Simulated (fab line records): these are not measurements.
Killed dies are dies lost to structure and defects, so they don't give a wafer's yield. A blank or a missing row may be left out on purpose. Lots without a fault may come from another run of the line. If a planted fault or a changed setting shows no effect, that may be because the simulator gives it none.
2 desks, one fault -- flow n5_finfet -- each desk has only its own numbers; what lay behind them comes last

== FOR THE TOOL OWNER'S DESK: rie_diel-06 ==
The tool's own readings at N5_PASSIVATION_PASS_ETCH_74 (etches SiNx in CF4/O2, target depth 220 nm, time 110 s): means of the sampled wafers that have a number, for each lot that ran on this tool. Any lot whose mean is over 4 standard deviations away from the usual mean is out of limits and marked OUT; that distance is given in the brackets.
Columns: A = drypump_motor_current_A at N5_PASSIVATION_PASS_ETCH_74, usual 5.7 A; B = oes_f_703_au at N5_PASSIVATION_PASS_ETCH_74, usual 0.76 a.u.; C = oes_product_au at N5_PASSIVATION_PASS_ETCH_74, usual 0.76 a.u.; D = rf_fwd_power_W at N5_PASSIVATION_PASS_ETCH_74, usual 532.5 W; E = rf_vpp_V at N5_PASSIVATION_PASS_ETCH_74, usual 240 V; F = showerhead_plenum_p_Torr at N5_PASSIVATION_PASS_ETCH_74, usual 2.20 Torr; G = throttle_valve_pct at N5_PASSIVATION_PASS_ETCH_74, usual 16.02 %
lot,first seen here,A,B,C,D,E,F,G
L854,day 15 08:44,6.1,0.76,0.76,533.1,239,2.21,16.12
L858,day 16 02:47,5.5,0.73,0.72,532.4,239,2.16,16.00
L859,day 16 08:07,5.0,0.73,0.73,531.4,242,2.19,16.09
L856,day 16 20:53,5.0,0.53,0.62,403.1 (-72) OUT,280 (+12) OUT,2.19,16.06
L861,day 17 04:39,5.5,0.50,0.60,406.0 (-70) OUT,280 (+12) OUT,2.16,16.07
This desk's finding: out of limits on L856, L861; first on L856, day 16 20:53 (rf_fwd_power_W at N5_PASSIVATION_PASS_ETCH_74). Within limits: L854, L858, L859.

== THE DEFECT DESK ==
Lot by lot, what the route's inspections counted, given as the mean of those sampled wafers with a number. Any lot whose mean is over 4 standard deviations away from the usual mean is out of limits and marked OUT; that distance is given in the brackets.
Columns: A = raw_defect_count at N5_MIM_BOT_LITHO_INSPECT_12, usual 2.1
lot,first seen here,A
L854,day 15 06:14,1.3
L858,day 16 00:42,2.0
L859,day 16 04:53,1.3
L856,day 16 16:48,1.7
L857,day 16 18:53,2.7
L861,day 17 02:54,2.3
L869,day 19 01:54,2.3
L872,day 19 09:47,2.7
L873,day 19 13:52,2.0
L874,day 19 23:35,3.0
This desk found nothing out of limits on any of the 10 lots.

== ALL TOGETHER ==
At day 16 20:53, on L856, L861, the tool owner's desk was in a position to raise an alarm.
Nothing out of limits was seen by the defect desk.
The defect desk has L856, L861 on record, within its limits.
N5_PASSIVATION_PASS_ETCH_74 was run on rie_diel-06 by each of the lots named.

== WHAT THE SIMULATOR HAD INSERTED ==
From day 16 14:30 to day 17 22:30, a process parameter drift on rie_diel-06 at N5_PASSIVATION_PASS_ETCH_74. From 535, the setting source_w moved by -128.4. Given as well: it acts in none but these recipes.
Shown lots that were struck: L856, L861.
Delay in hours, fault start to first out-of-limits reading, by desk: the tool owner's desk at 6.
